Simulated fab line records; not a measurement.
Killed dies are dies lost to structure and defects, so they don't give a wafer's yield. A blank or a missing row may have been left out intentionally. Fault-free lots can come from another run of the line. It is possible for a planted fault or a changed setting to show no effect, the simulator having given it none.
Matching of chambers :: flow nandHarc :: NHARC_A_SGD_CUT_DESCUM_14 on rieDiel-09 has 4 sister chambers
The step chemistry O2, time 3 s. 8 wafers are shown with their chamber, then 9 later ones without.

WAFERS, EACH WITH ITS CHAMBER
wafer: L076.5
chamber: 0
drypumpMotorCurrentA (A): 6.0
throttleValvePct (%): 11.302

wafer: L081.2
chamber: 0
drypumpMotorCurrentA (A): 6.0
throttleValvePct (%): 11.320

wafer: L080.5
chamber: 3
drypumpMotorCurrentA (A): 5.8
throttleValvePct (%): 11.313

wafer: L083.3
chamber: 2
drypumpMotorCurrentA (A): 6.0
throttleValvePct (%): 11.297

wafer: L083.5
chamber: 1
drypumpMotorCurrentA (A): 5.3
throttleValvePct (%): 11.323

wafer: L087.2
chamber: 3
drypumpMotorCurrentA (A): 5.7
throttleValvePct (%): 11.310

wafer: L087.5
chamber: 2
drypumpMotorCurrentA (A): 6.0
throttleValvePct (%): 11.286

wafer: L087.6
chamber: 1
drypumpMotorCurrentA (A): 5.3
throttleValvePct (%): 11.318

WAFERS MISSING THEIR CHAMBER
wafer: L089.1
drypumpMotorCurrentA (A): 5.8
throttleValvePct (%): 11.305

wafer: L089.2
drypumpMotorCurrentA (A): 6.0
throttleValvePct (%): 11.310

wafer: L089.4
drypumpMotorCurrentA (A): 6.0
throttleValvePct (%): 11.317

wafer: L094.1
drypumpMotorCurrentA (A): 5.9
throttleValvePct (%): 11.322

wafer: L094.5
drypumpMotorCurrentA (A): 5.9
throttleValvePct (%): 11.326

wafer: L094.6
drypumpMotorCurrentA (A): 5.3
throttleValvePct (%): 11.308

wafer: L091.1
drypumpMotorCurrentA (A): 6.0
throttleValvePct (%): 11.321

wafer: L091.2
drypumpMotorCurrentA (A): 5.8
throttleValvePct (%): 11.323

wafer: L091.5
drypumpMotorCurrentA (A): 5.8
throttleValvePct (%): 11.312

CHAMBER TAKEN BY EACH
wafer: L089.1
from the rows above: 3
in truth: 3

wafer: L089.2
from the rows above: 0
in truth: 0

wafer: L089.4
from the rows above: 0
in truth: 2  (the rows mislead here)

wafer: L094.1
from the rows above: can't be placed: 0 or 3 or 2
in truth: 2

wafer: L094.5
from the rows above: can't be placed: 0 or 3 or 2
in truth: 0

wafer: L094.6
from the rows above: 1
in truth: 1

wafer: L091.1
from the rows above: 0
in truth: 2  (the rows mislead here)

wafer: L091.2
from the rows above: 3
in truth: 3

wafer: L091.5
from the rows above: 3
in truth: 3
Placed correctly: 5 of 9. These rows do not allow placing 2 (true chamber among the candidates in 2). 2 placed wrongly.
How it was worked out, from the rows above alone: a wafer's distance from a chamber is the root of the sum, over the readings, of the square of ((its reading less the chamber's mean) divided by the reading's scatter). If the next closest chamber is less than 2 further off than the closest, the wafer can't be placed; otherwise it belongs to the closest. The mean given for a chamber averages the wafers shown for that chamber. The scatter: the root of (the sum of the squares of (reading less its chamber's mean) over the shown wafers, divided by (wafers less chambers)).
